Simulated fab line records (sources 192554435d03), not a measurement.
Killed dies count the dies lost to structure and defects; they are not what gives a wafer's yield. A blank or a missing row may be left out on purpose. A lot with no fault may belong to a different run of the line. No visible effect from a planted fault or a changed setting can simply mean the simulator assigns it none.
Split-lot study :: flow n5Finfet :: 7 lots, 21 wafers read, on a route of 1938 steps

== SPLIT DETAILS ==
At N5_BEOL_M15_SPUTTER_44 (material Ta, target thk 15 nm, time 24.19 s), the setting powerW was moved away from the recipe's 15000 W on 8 of the 21 wafers read, by -16.9% to +14.8%. For the rest of the wafers, this setting stayed at what the recipe calls for.

The split's own step is where the reading is taken.

== THE READING ==
Ta_of_BEOL_M15_SPUTTER_44.thkNm (the simulator's own value, which no gauge read), in nm, at N5_BEOL_M15_SPUTTER_44 (material Ta, target thk 15 nm, time 24.19 s). There is no usual value for it anywhere in the file. The 13 wafers here that ran the recipe average 15.0 nm, standard deviation 0.17 nm.

wafer: L076.3
tool, chamber at the split: pvdSputter-02, -
powerW as run, W: 12470
against the recipe: -16.9%
Ta_of_BEOL_M15_SPUTTER_44.thkNm, nm: 12.6
against lot-mates on the recipe: no lot-mate on the recipe

wafer: L076.4
tool, chamber at the split: pvdSputter-02, -
powerW as run, W: 12470
against the recipe: -16.9%
Ta_of_BEOL_M15_SPUTTER_44.thkNm, nm: 12.6
against lot-mates on the recipe: no lot-mate on the recipe

wafer: L076.5
tool, chamber at the split: pvdSputter-02, -
powerW as run, W: 12470
against the recipe: -16.9%
Ta_of_BEOL_M15_SPUTTER_44.thkNm, nm: 12.4
against lot-mates on the recipe: no lot-mate on the recipe

wafer: L079.1
tool, chamber at the split: pvdSputter-03, -
powerW as run, W: 15000
against the recipe: recipe
Ta_of_BEOL_M15_SPUTTER_44.thkNm, nm: 15
against lot-mates on the recipe: -

wafer: L079.6
tool, chamber at the split: pvdSputter-03, -
powerW as run, W: 15000
against the recipe: recipe
Ta_of_BEOL_M15_SPUTTER_44.thkNm, nm: 15
against lot-mates on the recipe: -

wafer: L079.5
tool, chamber at the split: pvdSputter-03, -
powerW as run, W: 15000
against the recipe: recipe
Ta_of_BEOL_M15_SPUTTER_44.thkNm, nm: 15.2
against lot-mates on the recipe: -

wafer: L085.1
tool, chamber at the split: pvdSputter-03, -
powerW as run, W: 17220
against the recipe: +14.8%
Ta_of_BEOL_M15_SPUTTER_44.thkNm, nm: 17.4
against lot-mates on the recipe: +2.4

wafer: L085.3
tool, chamber at the split: pvdSputter-03, -
powerW as run, W: 17220
against the recipe: +14.8%
Ta_of_BEOL_M15_SPUTTER_44.thkNm, nm: 17.2
against lot-mates on the recipe: +2.2

wafer: L085.5
tool, chamber at the split: pvdSputter-03, -
powerW as run, W: 15000
against the recipe: recipe
Ta_of_BEOL_M15_SPUTTER_44.thkNm, nm: 15
against lot-mates on the recipe: -

wafer: L086.1
tool, chamber at the split: pvdSputter-02, -
powerW as run, W: 15000
against the recipe: recipe
Ta_of_BEOL_M15_SPUTTER_44.thkNm, nm: 15
against lot-mates on the recipe: -

wafer: L086.3
tool, chamber at the split: pvdSputter-02, -
powerW as run, W: 15000
against the recipe: recipe
Ta_of_BEOL_M15_SPUTTER_44.thkNm, nm: 15
against lot-mates on the recipe: -

wafer: L086.2
tool, chamber at the split: pvdSputter-02, -
powerW as run, W: 15830
against the recipe: +5.5%
Ta_of_BEOL_M15_SPUTTER_44.thkNm, nm: 15.8
against lot-mates on the recipe: +0.8

wafer: L087.3
tool, chamber at the split: pvdSputter-02, -
powerW as run, W: 15000
against the recipe: recipe
Ta_of_BEOL_M15_SPUTTER_44.thkNm, nm: 14.8
against lot-mates on the recipe: -

wafer: L087.5
tool, chamber at the split: pvdSputter-02, -
powerW as run, W: 15000
against the recipe: recipe
Ta_of_BEOL_M15_SPUTTER_44.thkNm, nm: 14.8
against lot-mates on the recipe: -

wafer: L087.4
tool, chamber at the split: pvdSputter-02, -
powerW as run, W: 15000
against the recipe: recipe
Ta_of_BEOL_M15_SPUTTER_44.thkNm, nm: 14.6
against lot-mates on the recipe: -

wafer: L088.3
tool, chamber at the split: pvdSputter-01, -
powerW as run, W: 15000
against the recipe: recipe
Ta_of_BEOL_M15_SPUTTER_44.thkNm, nm: 15.2
against lot-mates on the recipe: -

wafer: L088.4
tool, chamber at the split: pvdSputter-01, -
powerW as run, W: 15000
against the recipe: recipe
Ta_of_BEOL_M15_SPUTTER_44.thkNm, nm: 15.2
against lot-mates on the recipe: -

wafer: L088.5
tool, chamber at the split: pvdSputter-01, -
powerW as run, W: 15000
against the recipe: recipe
Ta_of_BEOL_M15_SPUTTER_44.thkNm, nm: 15
against lot-mates on the recipe: -

wafer: L089.1
tool, chamber at the split: pvdSputter-02, -
powerW as run, W: 15000
against the recipe: recipe
Ta_of_BEOL_M15_SPUTTER_44.thkNm, nm: 14.8
against lot-mates on the recipe: -

wafer: L089.4
tool, chamber at the split: pvdSputter-02, -
powerW as run, W: 12840
against the recipe: -14.4%
Ta_of_BEOL_M15_SPUTTER_44.thkNm, nm: 12.8
against lot-mates on the recipe: -2.0

wafer: L089.5
tool, chamber at the split: pvdSputter-02, -
powerW as run, W: 12840
against the recipe: -14.4%
Ta_of_BEOL_M15_SPUTTER_44.thkNm, nm: 12.8
against lot-mates on the recipe: -2.0

FIT RESULTS
A straight line over all 21 wafers: Ta_of_BEOL_M15_SPUTTER_44.thkNm changes by +0.15 nm for each +1% of powerW; r = +0.99; the points scatter about the line by 0.16 nm.
The same after taking each lot's own level away (the mean of its wafers on the recipe; 18 wafers): +0.147 nm for each +1%; r = +1.00; scatter 0.096 nm.
The reading moves by 2.5 nm for the largest change in powerW, on that fit.
The lots' own levels span 14.73 to 15.13 nm, that is 2.3 times the standard deviation above.
The two slopes agree, so the slope changes little with the lot-to-lot level.
Check: with one of the wafers moved furthest among these (+14.8%) left out of the fit, the line predicts +2.12 nm for it against its lot-mates. It came out at +2.4 nm against them.

== THE OTHER SPLITS THESE WAFERS WENT THROUGH ==
Note: prior to the reading, these wafers also went through further splits. Each is held against what the fit with the lots' levels taken away leaves over:
other split on the same wafers: N5_BEOL_M13_ETCH_59 timeS
wafers away from the commonest value: 5
r with Ta_of_BEOL_M15_SPUTTER_44.thkNm (lot level and that fit taken away): -0.39

other split on the same wafers: N5_BEOL_M14_DEP_53 timeS
wafers away from the commonest value: 8
r with Ta_of_BEOL_M15_SPUTTER_44.thkNm (lot level and that fit taken away): +0.23

== FILE'S OWN FIT ==
Ta_of_BEOL_M15_SPUTTER_44.thkNm changes by +0.147 nm for each +1% of powerW, r = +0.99.
